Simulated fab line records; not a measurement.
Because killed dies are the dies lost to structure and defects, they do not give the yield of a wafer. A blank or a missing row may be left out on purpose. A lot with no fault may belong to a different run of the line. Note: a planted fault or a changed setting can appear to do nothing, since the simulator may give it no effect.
The tool behind it: which one? :: flow n5_finfet :: 15 lots, 45 wafers sampled, at 4 steps of a route of 1938

## WHAT EACH GAUGE READ, for each wafer
The record holds no reading of a measuring or inspecting step that can be judged against a usual standard deviation.

## WHICH TOOL RAN EACH LOT (tool, then ch and the chambers of the sampled wafers, then the start)
lot: L591
N5_MOL_CONTACT_COAG_ALD_27: ald_sin-01 ch 0,1,3, day 5 14:04
N5_MOL_CONTACT_COAG_ALD_123: ald_sin-02 ch 1,2,3, day 5 16:16
N5_MOL_CONTACT_COAG_EXPOSE_81: euv_scanner-02 ch 0, day 5 16:59
N5_MOL_CONTACT_COAG_DESCUM_88: rie_diel-03 ch 2,3, day 5 17:14

lot: L592
N5_MOL_CONTACT_COAG_ALD_27: ald_sin-04 ch 1,2, day 5 19:47
N5_MOL_CONTACT_COAG_ALD_123: ald_sin-01 ch 1,2,3, day 5 21:41
N5_MOL_CONTACT_COAG_EXPOSE_81: euv_scanner-01 ch 0, day 5 22:32
N5_MOL_CONTACT_COAG_DESCUM_88: rie_diel-04 ch 0,2,3, day 5 22:50

lot: L593
N5_MOL_CONTACT_COAG_ALD_27: ald_sin-02 ch 1,2,3, day 6 02:49
N5_MOL_CONTACT_COAG_ALD_123: ald_sin-04 ch 0,1,2, day 6 04:43
N5_MOL_CONTACT_COAG_EXPOSE_81: euv_scanner-01 ch 0, day 6 05:25
N5_MOL_CONTACT_COAG_DESCUM_88: rie_diel-02 ch 0,2,3, day 6 06:31

lot: L594
N5_MOL_CONTACT_COAG_ALD_27: ald_sin-02 ch 1,3, day 6 06:52
N5_MOL_CONTACT_COAG_ALD_123: ald_sin-04 ch 1,2,3, day 6 08:46
N5_MOL_CONTACT_COAG_EXPOSE_81: euv_scanner-01 ch 0, day 6 09:28
N5_MOL_CONTACT_COAG_DESCUM_88: rie_diel-02 ch 1,2,3, day 6 10:54

lot: L595
N5_MOL_CONTACT_COAG_ALD_27: ald_sin-01 ch 0,3, day 6 14:47
N5_MOL_CONTACT_COAG_ALD_123: ald_sin-02 ch 1,2,3, day 6 16:48
N5_MOL_CONTACT_COAG_EXPOSE_81: euv_scanner-02 ch 0, day 6 17:38
N5_MOL_CONTACT_COAG_DESCUM_88: rie_diel-02 ch 1,2,3, day 6 17:54

lot: L596
N5_MOL_CONTACT_COAG_ALD_27: ald_sin-01 ch 1,2,3, day 6 20:19
N5_MOL_CONTACT_COAG_ALD_123: ald_sin-02 ch 1,2,3, day 6 22:13
N5_MOL_CONTACT_COAG_EXPOSE_81: euv_scanner-02 ch 0, day 6 22:55
N5_MOL_CONTACT_COAG_DESCUM_88: rie_diel-02 ch 0,1,3, day 6 23:27

lot: L597
N5_MOL_CONTACT_COAG_ALD_27: ald_sin-04 ch 0,1,3, day 7 05:29
N5_MOL_CONTACT_COAG_ALD_123: ald_sin-04 ch 1,2,3, day 7 07:23
N5_MOL_CONTACT_COAG_EXPOSE_81: euv_scanner-02 ch 0, day 7 08:05
N5_MOL_CONTACT_COAG_DESCUM_88: rie_diel-04 ch 1,2, day 7 08:34

lot: L598
N5_MOL_CONTACT_COAG_ALD_27: ald_sin-04 ch 0,1,2, day 7 11:55
N5_MOL_CONTACT_COAG_ALD_123: ald_sin-04 ch 0,2, day 7 14:06
N5_MOL_CONTACT_COAG_EXPOSE_81: euv_scanner-02 ch 0, day 7 14:48
N5_MOL_CONTACT_COAG_DESCUM_88: rie_diel-04 ch 0,1, day 7 15:06

lot: L602
N5_MOL_CONTACT_COAG_ALD_27: ald_sin-04 ch 0,1,3, day 8 06:35
N5_MOL_CONTACT_COAG_ALD_123: ald_sin-04 ch 0,1,2, day 8 08:29
N5_MOL_CONTACT_COAG_EXPOSE_81: euv_scanner-01, day 8 09:19
N5_MOL_CONTACT_COAG_DESCUM_88: rie_diel-03 ch 0,1,3, day 8 09:41

lot: L603
N5_MOL_CONTACT_COAG_ALD_27: ald_sin-02 ch 0,1,3, day 8 17:18
N5_MOL_CONTACT_COAG_ALD_123: ald_sin-01 ch 1,3, day 8 20:05
N5_MOL_CONTACT_COAG_EXPOSE_81: euv_scanner-01, day 8 20:47
N5_MOL_CONTACT_COAG_DESCUM_88: rie_diel-02 ch 0,1,3, day 8 21:11

lot: L604
N5_MOL_CONTACT_COAG_ALD_27: ald_sin-02 ch 0,2,3, day 8 18:56
N5_MOL_CONTACT_COAG_ALD_123: ald_sin-01 ch 0,1,3, day 8 21:06
N5_MOL_CONTACT_COAG_EXPOSE_81: euv_scanner-01, day 8 21:47
N5_MOL_CONTACT_COAG_DESCUM_88: rie_diel-03 ch 1,2,3, day 8 22:04

lot: L609
N5_MOL_CONTACT_COAG_ALD_27: ald_sin-02 ch 1,2,3, day 10 03:14
N5_MOL_CONTACT_COAG_ALD_123: ald_sin-01 ch 0,1,3, day 10 05:58
N5_MOL_CONTACT_COAG_EXPOSE_81: euv_scanner-02 ch 0, day 10 06:40
N5_MOL_CONTACT_COAG_DESCUM_88: rie_diel-03 ch 1,2,3, day 10 07:05

lot: L610
N5_MOL_CONTACT_COAG_ALD_27: ald_sin-04 ch 0,1,2, day 10 06:19
N5_MOL_CONTACT_COAG_ALD_123: ald_sin-02 ch 0,1,2, day 10 08:13
N5_MOL_CONTACT_COAG_EXPOSE_81: euv_scanner-02 ch 0, day 10 08:56
N5_MOL_CONTACT_COAG_DESCUM_88: rie_diel-02 ch 0,3, day 10 09:12

lot: L611
N5_MOL_CONTACT_COAG_ALD_27: ald_sin-02 ch 0,1,2, day 10 12:39
N5_MOL_CONTACT_COAG_ALD_123: ald_sin-02 ch 0,1,2, day 10 14:33
N5_MOL_CONTACT_COAG_EXPOSE_81: euv_scanner-01 ch 0, day 10 15:23
N5_MOL_CONTACT_COAG_DESCUM_88: rie_diel-04 ch 0,3, day 10 16:46

lot: L612
N5_MOL_CONTACT_COAG_ALD_27: ald_sin-04 ch 0,2,3, day 10 17:54
N5_MOL_CONTACT_COAG_ALD_123: ald_sin-04 ch 0,2,3, day 10 19:52
N5_MOL_CONTACT_COAG_EXPOSE_81: euv_scanner-01 ch 0, day 10 20:37
N5_MOL_CONTACT_COAG_DESCUM_88: rie_diel-02 ch 2,3, day 10 23:38
- N5_MOL_CONTACT_COAG_ALD_27: deposits SiOC, target thk 17 nm, pulse time 1.5 s, time 2720 s.
- N5_MOL_CONTACT_COAG_ALD_123: deposits SiNx, target thk 5 nm, pulse time 1 s, purge time 2 s.
- N5_MOL_CONTACT_COAG_EXPOSE_81: exposes mask VG, defocus 0 nm.
- N5_MOL_CONTACT_COAG_DESCUM_88: chemistry O2, time 7 s.

## WHAT THE TOOLS THEMSELVES READ (means of the sampled wafers that have a number; where no wafer has one, the mark that the record gives instead)
N5_MOL_CONTACT_COAG_ALD_27.
lot: L591
tool: ald_sin-01
heater_power_w (W): 816
precursor_pulse_height_rel: 0.994

lot: L592
tool: ald_sin-04
heater_power_w (W): 950
precursor_pulse_height_rel: 1.002

lot: L593
tool: ald_sin-02
heater_power_w (W): 866
precursor_pulse_height_rel: 1.007

lot: L594
tool: ald_sin-02
heater_power_w (W): 864
precursor_pulse_height_rel: 0.987

lot: L595
tool: ald_sin-01
heater_power_w (W): 880
precursor_pulse_height_rel: 0.996

lot: L596
tool: ald_sin-01
heater_power_w (W): 833
precursor_pulse_height_rel: 0.984

lot: L597
tool: ald_sin-04
heater_power_w (W): 850
precursor_pulse_height_rel: 0.984

lot: L598
tool: ald_sin-04
heater_power_w (W): 895
precursor_pulse_height_rel: 0.986

lot: L602
tool: ald_sin-04
heater_power_w (W): 830
precursor_pulse_height_rel: 0.987

lot: L603
tool: ald_sin-02
heater_power_w (W): 844
precursor_pulse_height_rel: 1.009

lot: L604
tool: ald_sin-02
heater_power_w (W): 858
precursor_pulse_height_rel: 0.999

lot: L609
tool: ald_sin-02
heater_power_w (W): 856
precursor_pulse_height_rel: 0.984

lot: L610
tool: ald_sin-04
heater_power_w (W): 879
precursor_pulse_height_rel: 0.989

lot: L611
tool: ald_sin-02
heater_power_w (W): 868
precursor_pulse_height_rel: 0.992

lot: L612
tool: ald_sin-04
heater_power_w (W): 875
precursor_pulse_height_rel: 1.013

N5_MOL_CONTACT_COAG_ALD_123.
lot: L591
tool: ald_sin-02
heater_power_w (W): 853
precursor_pulse_height_rel: 1.002

lot: L592
tool: ald_sin-01
heater_power_w (W): 832
precursor_pulse_height_rel: 1.004

lot: L593
tool: ald_sin-04
heater_power_w (W): 888
precursor_pulse_height_rel: 1.027

lot: L594
tool: ald_sin-04
heater_power_w (W): 892
precursor_pulse_height_rel: 0.997

lot: L595
tool: ald_sin-02
heater_power_w (W): 862
precursor_pulse_height_rel: 0.993

lot: L596
tool: ald_sin-02
heater_power_w (W): 843
precursor_pulse_height_rel: 1.017

lot: L597
tool: ald_sin-04
heater_power_w (W): 893
precursor_pulse_height_rel: 1.004

lot: L598
tool: ald_sin-04
heater_power_w (W): 886
precursor_pulse_height_rel: 1.003

lot: L602
tool: ald_sin-04
heater_power_w (W): 888
precursor_pulse_height_rel: 1.006

lot: L603
tool: ald_sin-01
heater_power_w (W): 874
precursor_pulse_height_rel: 1.003

lot: L604
tool: ald_sin-01
heater_power_w (W): 825
precursor_pulse_height_rel: 0.990

lot: L609
tool: ald_sin-01
heater_power_w (W): 845
precursor_pulse_height_rel: 0.978

lot: L610
tool: ald_sin-02
heater_power_w (W): 863
precursor_pulse_height_rel: 0.995

lot: L611
tool: ald_sin-02
heater_power_w (W): 853
precursor_pulse_height_rel: 1.008

lot: L612
tool: ald_sin-04
heater_power_w (W): 867
precursor_pulse_height_rel: 1.023

N5_MOL_CONTACT_COAG_EXPOSE_81.
lot: L591
tool: euv_scanner-02
exposure_dose_mJ_cm2: 59.45
focus_offset_nm (nm): -0.3

lot: L592
tool: euv_scanner-01
exposure_dose_mJ_cm2: 59.32
focus_offset_nm (nm): -0.1

lot: L593
tool: euv_scanner-01
exposure_dose_mJ_cm2: 59.39
focus_offset_nm (nm): 0.1

lot: L594
tool: euv_scanner-01
exposure_dose_mJ_cm2: 59.37
focus_offset_nm (nm): 0.0

lot: L595
tool: euv_scanner-02
exposure_dose_mJ_cm2: 59.51
focus_offset_nm (nm): -0.1

lot: L596
tool: euv_scanner-02
exposure_dose_mJ_cm2: 59.47
focus_offset_nm (nm): 0.6

lot: L597
tool: euv_scanner-02
exposure_dose_mJ_cm2: 59.51
focus_offset_nm (nm): -0.5

lot: L598
tool: euv_scanner-02
exposure_dose_mJ_cm2: 59.53
focus_offset_nm (nm): 0.8

lot: L602
tool: euv_scanner-01
exposure_dose_mJ_cm2: -
focus_offset_nm (nm): -

lot: L603
tool: euv_scanner-01
exposure_dose_mJ_cm2: -
focus_offset_nm (nm): -

lot: L604
tool: euv_scanner-01
exposure_dose_mJ_cm2: -
focus_offset_nm (nm): -

lot: L609
tool: euv_scanner-02
exposure_dose_mJ_cm2: 59.53
focus_offset_nm (nm): -0.3

lot: L610
tool: euv_scanner-02
exposure_dose_mJ_cm2: 59.49
focus_offset_nm (nm): 0.2

lot: L611
tool: euv_scanner-01
exposure_dose_mJ_cm2: 59.38
focus_offset_nm (nm): 0.4

lot: L612
tool: euv_scanner-01
exposure_dose_mJ_cm2: 59.37
focus_offset_nm (nm): 0.4

N5_MOL_CONTACT_COAG_DESCUM_88.
lot: L591
tool: rie_diel-03
chamber_pressure_mTorr (mTorr): 20.010
drypump_motor_current_A (A): 5.7
oes_product_au (a.u.): 0.85
rf_vpp_V (V): 244.1
showerhead_plenum_p_Torr (Torr): 2.10
throttle_valve_pct (%): 20.38

lot: L592
tool: rie_diel-04
chamber_pressure_mTorr (mTorr): 19.999
drypump_motor_current_A (A): 5.8
oes_product_au (a.u.): 0.84
rf_vpp_V (V): 243.1
showerhead_plenum_p_Torr (Torr): 2.11
throttle_valve_pct (%): 20.28

lot: L593
tool: rie_diel-02
chamber_pressure_mTorr (mTorr): 19.994
drypump_motor_current_A (A): 6.0
oes_product_au (a.u.): 0.80
rf_vpp_V (V): 243.8
showerhead_plenum_p_Torr (Torr): 2.09
throttle_valve_pct (%): 20.21

lot: L594
tool: rie_diel-02
chamber_pressure_mTorr (mTorr): 20.008
drypump_motor_current_A (A): 5.9
oes_product_au (a.u.): 0.73
rf_vpp_V (V): 242.0
showerhead_plenum_p_Torr (Torr): 2.05
throttle_valve_pct (%): 20.31

lot: L595
tool: rie_diel-02
chamber_pressure_mTorr (mTorr): 20.011
drypump_motor_current_A (A): 5.9
oes_product_au (a.u.): 0.72
rf_vpp_V (V): 242.0
showerhead_plenum_p_Torr (Torr): 2.05
throttle_valve_pct (%): 20.30

lot: L596
tool: rie_diel-02
chamber_pressure_mTorr (mTorr): 19.998
drypump_motor_current_A (A): 5.9
oes_product_au (a.u.): 0.78
rf_vpp_V (V): 242.8
showerhead_plenum_p_Torr (Torr): 2.09
throttle_valve_pct (%): 20.26

lot: L597
tool: rie_diel-04
chamber_pressure_mTorr (mTorr): 20.001
drypump_motor_current_A (A): 5.9
oes_product_au (a.u.): 0.75
rf_vpp_V (V): 243.7
showerhead_plenum_p_Torr (Torr): 2.15
throttle_valve_pct (%): 20.43

lot: L598
tool: rie_diel-04
chamber_pressure_mTorr (mTorr): 20.000
drypump_motor_current_A (A): 5.6
oes_product_au (a.u.): 0.87
rf_vpp_V (V): 245.1
showerhead_plenum_p_Torr (Torr): 2.22
throttle_valve_pct (%): 20.18

lot: L602
tool: rie_diel-03
chamber_pressure_mTorr (mTorr): 19.998
drypump_motor_current_A (A): 6.0
oes_product_au (a.u.): 0.90
rf_vpp_V (V): 243.6
showerhead_plenum_p_Torr (Torr): 2.10
throttle_valve_pct (%): 20.30

lot: L603
tool: rie_diel-02
chamber_pressure_mTorr (mTorr): 19.997
drypump_motor_current_A (A): 5.9
oes_product_au (a.u.): 0.76
rf_vpp_V (V): 244.7
showerhead_plenum_p_Torr (Torr): 2.08
throttle_valve_pct (%): 20.28

lot: L604
tool: rie_diel-03
chamber_pressure_mTorr (mTorr): 20.002
drypump_motor_current_A (A): 5.7
oes_product_au (a.u.): 0.90
rf_vpp_V (V): 242.7
showerhead_plenum_p_Torr (Torr): 2.10
throttle_valve_pct (%): 20.32

lot: L609
tool: rie_diel-03
chamber_pressure_mTorr (mTorr): 20.020
drypump_motor_current_A (A): 5.7
oes_product_au (a.u.): 0.87
rf_vpp_V (V): 242.4
showerhead_plenum_p_Torr (Torr): 2.10
throttle_valve_pct (%): 20.35

lot: L610
tool: rie_diel-02
chamber_pressure_mTorr (mTorr): 20.022
drypump_motor_current_A (A): 6.1
oes_product_au (a.u.): 0.81
rf_vpp_V (V): 243.6
showerhead_plenum_p_Torr (Torr): 2.12
throttle_valve_pct (%): 20.23

lot: L611
tool: rie_diel-04
chamber_pressure_mTorr (mTorr): 20.000
drypump_motor_current_A (A): 5.5
oes_product_au (a.u.): 0.82
rf_vpp_V (V): 244.1
showerhead_plenum_p_Torr (Torr): 2.08
throttle_valve_pct (%): 20.14

lot: L612
tool: rie_diel-02
chamber_pressure_mTorr (mTorr): 20.018
drypump_motor_current_A (A): 6.0
oes_product_au (a.u.): 0.71
rf_vpp_V (V): 241.6
showerhead_plenum_p_Torr (Torr): 2.04
throttle_valve_pct (%): 20.33

## THE ANSWER, worked out from the rows above alone
Rule: usual is defined by the lots themselves. The widest of any qualifying gaps counts: lots, ordered by their means at a reading, are off when they make up no more than a third of the lots, leave a main group of 4 or more, and stand apart from it by 3 or more times the standard deviation of that group's means. If all means in a main group match to the digits the tables above print for the reading, that group is not used. A lot without any number at a reading at which 4 lots or more have one is off too. Where the step has rows for the other lots, those lots are counted as sound. First the gauges in route order, then the tools' own readings, where a lot's mean is used as printed above. The first step at which some lot is off is used, and at that step the reading that is off furthest; a lot without a number counts as furthest.
Off: L602, L603, L604 (N5_MOL_CONTACT_COAG_EXPOSE_81, exposure_dose_mJ_cm2). Without a number there: L602, L603, L604. The main group has a mean of 59.44 with a standard deviation of 0.071.
A tool fits if, at that step or a process step before it, it ran every lot that is off, and no sound lot after the first of them. Of those tried, none fits.

## WHAT HAD BEEN PUT IN BY THE SIMULATOR
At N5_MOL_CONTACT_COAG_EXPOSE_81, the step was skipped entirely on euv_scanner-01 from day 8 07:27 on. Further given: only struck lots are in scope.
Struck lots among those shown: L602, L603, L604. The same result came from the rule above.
